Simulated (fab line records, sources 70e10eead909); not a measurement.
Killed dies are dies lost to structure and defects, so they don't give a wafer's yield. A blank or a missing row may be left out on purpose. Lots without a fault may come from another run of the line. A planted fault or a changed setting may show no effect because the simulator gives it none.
Tool commonality check | flow nand_harc | 12 lots, 36 wafers sampled

WHY IT WAS OPENED
At NHARC_A_BLC_CD_MEAS_10 the reading cd_nm is flagged on 2 of 12 lots. Wafers without a fault read 100.2 nm, standard deviation 0.56.
Rule: a lot is flagged when every wafer of it that has a number lies more than 4 standard deviations from that mean, or none has a number. The other lots count as sound.

lot  | measured     | on        | cd_nm (nm), wafer by wafer | flag
L402 | day 23 00:43 | cd_sem-01 | 100.0 99.2 100.0           |
L405 | day 23 10:17 | cd_sem-01 | 100.6 99.5 100.7           |
L407 | day 24 06:42 | cd_sem-01 | 100.7 100.6 99.9           |
L406 | day 24 08:40 | cd_sem-01 | 99.9 100.1 100.5           |
L408 | day 24 22:29 | cd_sem-03 | 100.5 100.4 100.0          |
L409 | day 25 01:39 | cd_sem-02 | 100.1 100.2 99.7           |
L416 | day 28 19:01 | cd_sem-01 | 105.3 103.8 104.1          | FLAGGED
L418 | day 28 21:43 | cd_sem-02 | 104.0 105.0 104.5          | FLAGGED
L422 | day 30 16:31 | cd_sem-02 | 101.4 100.5 100.3          |
L423 | day 31 14:46 | cd_sem-03 | 99.7 100.7 100.0           |
L424 | day 31 21:40 | cd_sem-02 | 100.3 101.4 100.0          |
L425 | day 32 07:38 | cd_sem-01 | 100.4 99.9 102.0           |
The numbers of the flagged lots are 104.5 nm on average: +4.2 nm against the usual, or +8 standard deviations.

WHICH TOOL RAN EACH LOT
The record holds 4 process steps before the reading, out of a route of 1302 steps. In each cell: the tool, then ch and the chambers that the sampled wafers went through, then the start.
lot  | flag    | NHARC_A_CONTACT_ETCH_30                       | NHARC_A_CONTACT_ETCH_134             | NHARC_A_CONTACT_ETCH_137             | NHARC_A_BLC_PEB_08
L402 |         | rie_diel-04 ch 0,1, day 22 19:25 or earlier   | har_cap_etch-01 ch 0,1, day 22 19:25 | har_cap_etch-01 ch 0,1, day 22 20:09 | litho_track-04 ch 0, day 23 00:38
L405 |         | rie_diel-11 ch 0,1,2, day 23 05:18 or earlier | har_cap_etch-03 ch 0, day 23 05:18   | har_cap_etch-03 ch 0, day 23 06:04   | litho_track-06 ch 0, day 23 10:12
L407 |         | rie_diel-04 ch 0,1,3, day 24 01:43 or earlier | har_cap_etch-02 ch 0,1, day 24 01:43 | har_cap_etch-02 ch 0,1, day 24 02:27 | litho_track-06 ch 0, day 24 06:38
L406 |         | rie_diel-04 ch 0,1,2, day 24 03:19 or earlier | har_cap_etch-03 ch 0,1, day 24 03:19 | har_cap_etch-03 ch 0,1, day 24 04:04 | litho_track-06 ch 0, day 24 08:35
L408 |         | rie_diel-04 ch 1,2,3, day 24 17:20 or earlier | har_cap_etch-01 ch 0,1, day 24 17:20 | har_cap_etch-01 ch 0,1, day 24 18:07 | litho_track-01 ch 0, day 24 22:25
L409 |         | rie_diel-04 ch 1,3, day 24 20:40 or earlier   | har_cap_etch-02 ch 0,1, day 24 20:40 | har_cap_etch-02 ch 0,1, day 24 21:24 | litho_track-06 ch 0, day 25 01:34
L416 | FLAGGED | rie_diel-04 ch 1,2, day 28 13:07 or earlier   | har_cap_etch-01 ch 0,1, day 28 13:07 | har_cap_etch-01 ch 0,1, day 28 14:08 | litho_track-01 ch 0, day 28 18:56
L418 | FLAGGED | rie_diel-11 ch 0,2,3, day 28 16:46 or earlier | har_cap_etch-02 ch 0,1, day 28 16:46 | har_cap_etch-02 ch 0,1, day 28 17:31 | litho_track-01 ch 0, day 28 21:38
L422 |         | rie_diel-04 ch 0,2, day 30 11:01 or earlier   | har_cap_etch-02 ch 0,1, day 30 11:01 | har_cap_etch-02 ch 0,1, day 30 12:02 | litho_track-06 ch 0, day 30 16:27
L423 |         | rie_diel-11 ch 0,1, day 31 09:43 or earlier   | har_cap_etch-02 ch 0,1, day 31 09:43 | har_cap_etch-02 ch 0,1, day 31 10:28 | litho_track-01 ch 0, day 31 14:41
L424 |         | rie_diel-11 ch 0,1, day 31 15:58 or earlier   | har_cap_etch-01 ch 0,1, day 31 15:58 | har_cap_etch-01 ch 0,1, day 31 16:58 | litho_track-06 ch 0, day 31 21:35
L425 |         | rie_diel-04 ch 0,2,3, day 32 02:38 or earlier | har_cap_etch-01 ch 0,1, day 32 02:38 | har_cap_etch-01 ch 0,1, day 32 03:23 | litho_track-06 ch 0, day 32 07:34
What these steps do:
- NHARC_A_CONTACT_ETCH_30: etches the open film in CF4/CHF3, target depth 72.6 nm, time 36.3 s.
- NHARC_A_CONTACT_ETCH_134: etches the open film in C4F8/O2/Ar, time 140 s, target depth 700 nm.
- NHARC_A_CONTACT_ETCH_137: etches the open film in C4F8/O2/Ar, time 311 s, target depth 1912 nm.
- NHARC_A_BLC_PEB_08: peb time 65 s.
- NHARC_A_BLC_CD_MEAS_10: target cd 100 nm.

FLAGGED OVER TOTAL, TOOL BY TOOL (the gauges that took the reading come last)
step                     | tool            | lots run | flagged | share of the flagged lots | sound lots run after its first flagged lot
NHARC_A_CONTACT_ETCH_30  | rie_diel-04     | 8        | 1       | some                      | 2 (L422,L425)
NHARC_A_CONTACT_ETCH_30  | rie_diel-11     | 4        | 1       | some                      | 2 (L423,L424)
NHARC_A_CONTACT_ETCH_134 | har_cap_etch-01 | 5        | 1       | some                      | 2 (L424,L425)
NHARC_A_CONTACT_ETCH_134 | har_cap_etch-02 | 5        | 1       | some                      | 2 (L422,L423)
NHARC_A_CONTACT_ETCH_134 | har_cap_etch-03 | 2        | 0       | none                      | -
NHARC_A_CONTACT_ETCH_137 | har_cap_etch-01 | 5        | 1       | some                      | 2 (L424,L425)
NHARC_A_CONTACT_ETCH_137 | har_cap_etch-02 | 5        | 1       | some                      | 2 (L422,L423)
NHARC_A_CONTACT_ETCH_137 | har_cap_etch-03 | 2        | 0       | none                      | -
NHARC_A_BLC_PEB_08       | litho_track-01  | 4        | 2       | all                       | 1 (L423)
NHARC_A_BLC_PEB_08       | litho_track-04  | 1        | 0       | none                      | -
NHARC_A_BLC_PEB_08       | litho_track-06  | 7        | 0       | none                      | -
NHARC_A_BLC_CD_MEAS_10   | cd_sem-01       | 6        | 1       | some                      | 1 (L425)
NHARC_A_BLC_CD_MEAS_10   | cd_sem-02       | 4        | 1       | some                      | 2 (L422,L424)
NHARC_A_BLC_CD_MEAS_10   | cd_sem-03       | 2        | 0       | none                      | -
NHARC_A_CONTACT_ETCH_30 gives no start for some lots, so the hours and the order of its lots are those of NHARC_A_CONTACT_ETCH_134.

WHAT THE TABLE ALLOWS
1 row of the table ran every flagged lot: litho_track-01 at NHARC_A_BLC_PEB_08.
- litho_track-01 at NHARC_A_BLC_PEB_08: 2 of its 4 lots flagged. Sound lots ran on it after the first flagged one (L423), which a lasting fault on the whole tool wouldn't allow.
No row of the table ran every flagged lot and no sound lot after the first.

WHAT THE SIMULATOR HAD PUT IN
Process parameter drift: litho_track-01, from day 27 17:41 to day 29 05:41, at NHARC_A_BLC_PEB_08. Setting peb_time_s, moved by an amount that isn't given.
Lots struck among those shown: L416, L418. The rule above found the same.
